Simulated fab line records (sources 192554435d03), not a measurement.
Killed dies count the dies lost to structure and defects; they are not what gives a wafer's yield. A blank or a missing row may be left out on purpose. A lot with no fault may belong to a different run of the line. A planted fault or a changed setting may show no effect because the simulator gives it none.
A lot that was struck, set against a sound lot | flow n5 finfet | 15 steps out of a route of 1938
Sound: the wafers L972.1, L972.3, L972.4. The struck wafers were L987.3, L987.4, L987.6. At the end, the cause is stated.
At each step with rows: each side's tool, then ch and its chambers, then its first start. Under that, the readings that differ: sound wafers | struck wafers | difference of the means | sigmas: that difference in standard deviations of wafers without a fault.
alike: words and numbers the same on both sides, and readings whose means are apart by under 2 such deviations; not compared: readings that were withheld, readings missing a value for some wafer, numbers with overlapping values and no deviation given by the record, and bounds like >300 which may hide the same value.
The two part at a step that has a row with sigmas, a row that says differs or no value, or rows on one side only. Non-overlapping numbers with no deviation appear without sigmas and do not part them. Lack of a reading on every wafer of one side parts them only where that side has two or more wafers.

first, 6 steps without rows for these wafers: N5_BEOL_M1_COAT_05 (resist thk 30 nm); N5_BEOL_M1_EBR_07; N5_BEOL_M1_SOFTBAKE_06 (time 60 s); N5_BEOL_M1_EXPOSE_08 (exposes mask M1); N5_BEOL_M1_PEB_09 (peb time 60 s); N5_BEOL_M1_DEVELOP_10 (develop time 30 s).
N5_BEOL_M1_CD_MEAS_11: target cd 17.05 nm.
  sound on cd sem-01 ch 0, day 6 22:40; struck on cd sem-03 ch 0, day 10 14:38
  alike: cd nm
N5_BEOL_M1_OVL_MEAS_12:
  sound on overlay-02 ch 0, day 6 22:42; struck on overlay-02 ch 0, day 10 14:41
  alike: M1_OVL
N5_BEOL_M1_INSPECT_13: inspects for defects (brightfield).
  struck on defect inspect-02, day 10 14:43; sound on defect inspect-01, day 6 22:46
  alike: raw defect count
N5_BEOL_M1_DESCUM_16: chemistry O2, time 7 s.
  sound on rie diel-02 ch 0,1,2, day 6 22:47; struck on rie diel-06 ch 1,3, day 10 14:46
  alike: drypump motor current A, oes product au, rf vpp V, showerhead plenum p Torr, temp c, throttle valve pct
  not compared: rf hours counter h
N5_BEOL_M1_ETCH_74: etches underlayer in N2/H2, target depth 6.5 nm, time 5.2 s.
  sound on rie diel-02 ch 0,1,2, day 6 22:50; struck on rie diel-06 ch 1,3, day 10 14:47
  alike: bias w, drypump motor current A, etch rf on time s, oes product au, rf vpp V, showerhead plenum p Torr, throttle valve pct
  not compared: rf hours counter h
N5_BEOL_M1_ETCH_63: etches SiARC in CF4, target depth 15.6 nm, time 26 s.
  sound on rie diel-02 ch 0,1,2, day 6 22:50; struck on rie diel-06 ch 1,3, day 10 14:49
  alike: bias w, drypump motor current A, etch rf on time s, oes product au, rf vpp V, showerhead plenum p Torr, throttle valve pct
  not compared: rf hours counter h
N5_BEOL_M1_ETCH_64: etches SOC in N2/H2, target depth 75 nm, overetch 15 nm, time 112.5 s.
  sound on rie diel-02 ch 0,1,2, day 6 22:52; struck on rie diel-06 ch 1,3, day 10 14:50
  reading                                    | sound             | struck            | difference | sigmas
  bias w (W)                                 | 150.2 150.3 150.2 | 184.3 184.8 184.0 | +34.1      | +73
  rf vpp V (V)                               | 528 520 526       | 600 598 601       | +75        | +25
  model.SiARC_of_BEOL_M1_COAT_62.thk nm (nm) | 7 6.8 6.8         | 5.6 5.6 5.6       | -1.3       |
  alike: drypump motor current A, oes product au, showerhead plenum p Torr, temp c, throttle valve pct
  not compared: rf hours counter h
then, 1 step without rows for these wafers: N5_BEOL_M1_STRIP_65 (strips in N2/H2).
N5_BEOL_M4_RC_MEAS_101:
  sound on prober-02 ch 0, day 8 16:57; struck on prober-02 ch 0, day 12 10:22
  reading       | sound          | struck         | difference | sigmas
  ION_N (uA/um) | 657 658 660    | 665 691 681    | +21        | +2
  VT_N (mV)     | 254 256 252    | 250 247 247    | -6         | -2
  VT_P (mV)     | -251 -253 -255 | -248 -244 -245 | +7         | +2
  alike: DIBL_N, DIBL_P, IOFF_N, IOFF_P, ION_P, SS_N, SS_P

## WHERE THEY PART
Earliest at N5_BEOL_M1_ETCH_64; latest, in this record, at N5_BEOL_M4_RC_MEAS_101.

WHY: the cause the simulator had injected
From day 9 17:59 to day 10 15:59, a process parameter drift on rie diel-06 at N5_BEOL_M1_ETCH_64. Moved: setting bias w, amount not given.
